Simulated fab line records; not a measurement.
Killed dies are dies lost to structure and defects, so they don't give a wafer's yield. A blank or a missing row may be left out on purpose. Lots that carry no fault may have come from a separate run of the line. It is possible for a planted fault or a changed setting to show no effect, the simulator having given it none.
A struck lot beside a sound one | flow nand harc | 15 out of 1159 route steps
Sound: wafers L268.3, L268.4, L268.5. Struck: wafer L282.6. (L282.1, L282.5 of the same lot were not struck and are left out.) The cause comes at the end.
Per side, at each step with rows, come the tool, then ch with its chambers, and then its first start. Under that, the readings that differ: sound wafers | struck wafers | difference of the means | sigmas: that difference in standard deviations of wafers without a fault.
alike: readings with means less than 2 such deviations apart, plus words and numbers identical on both sides. not compared: withheld readings, readings lacking a value on some wafer, bounds such as >300 that could conceal the same value, and numbers that have no deviation in the record and whose values overlap.
The two part at a step that has a row with sigmas, a row that says differs or no value, or rows on one side only. Non-overlapping numbers with no deviation appear without sigmas and do not part them. A reading that every wafer of one side lacks parts them only if that side has two wafers or more.

first, 1 step without rows for these wafers: NHARC_A_ONON_D1_DEP_00 (target thk 1000 nm).
NHARC_A_ONON_D1_THK_MEAS_02: measures by ellipsometry.
  sound: film metro-01 at day 8 02:55; struck: film metro-01 at day 11 14:39
  alike: thk nm
next comes 1 step that has no rows for these wafers: NHARC_A_ONON_D1_DEP_03 (target thickness 1000 nm).
NHARC_A_ONON_D1_THK_MEAS_05: measures by ellipsometry.
  sound: film metro-01 at day 8 03:36; struck: film metro-02 at day 11 15:13
  alike: thk nm
next comes 1 step that has no rows for these wafers: NHARC_A_ONON_D1_DEP_06 (target thickness 1000 nm).
NHARC_A_ONON_D1_THK_MEAS_08: measures by ellipsometry.
  sound: film metro-01 at day 8 04:17; struck: film metro-02 at day 11 15:47
  alike: thk nm
next comes 1 step that has no rows for these wafers: NHARC_A_ONON_D1_DEP_09 (target thickness 1000 nm).
NHARC_A_ONON_D1_THK_MEAS_11: measures by ellipsometry.
  sound: film metro-01 at day 8 04:52; struck: film metro-02 at day 11 16:21
  alike: thk nm
next comes 1 step that has no rows for these wafers: NHARC_A_ONON_D1_DEP_12 (target thickness 1000 nm).
NHARC_A_ONON_D1_THK_MEAS_14: measures by ellipsometry.
  sound: film metro-01 at day 8 05:26; struck: film metro-02 at day 11 16:56
  alike: thk nm
then, 1 step without rows for these wafers: NHARC_A_ONON_D1_ANNEAL_15 (time 3600 s).
NHARC_A_ONON_D1_DEP_16: target thk 1000 nm.
  sound on pecvd onon-02 ch 0, day 8 12:08; struck on pecvd onon-03 ch 0, day 11 23:32
NHARC_A_ONON_D1_THK_MEAS_18: measures by ellipsometry.
  sound: film metro-02 at day 8 12:32; struck: film metro-02 at day 12 00:03
  reading     | sound          | struck | difference | sigmas
  thk nm (nm) | 1000 1001 1001 | 750    | -251       | -29
next comes 1 step that has no rows for these wafers: NHARC_A_ONON_D1_DEP_19 (target thickness 1000 nm).
-- jump in the record: it breaks off in module A_ONON_D1 and resumes in module END (first step shown: number 1159 of the route), and 12 days separate the struck wafers' starts before and after --
NHARC_END_SORT_01:
  only the struck wafers appear in the record here, on prober-01 ch 0 at day 24 06:17; the sound ones have no rows

WHERE THEY PART
At NHARC_A_ONON_D1_THK_MEAS_18 first; at NHARC_END_SORT_01 last (within this record only).

WHY: what had been put in by the simulator
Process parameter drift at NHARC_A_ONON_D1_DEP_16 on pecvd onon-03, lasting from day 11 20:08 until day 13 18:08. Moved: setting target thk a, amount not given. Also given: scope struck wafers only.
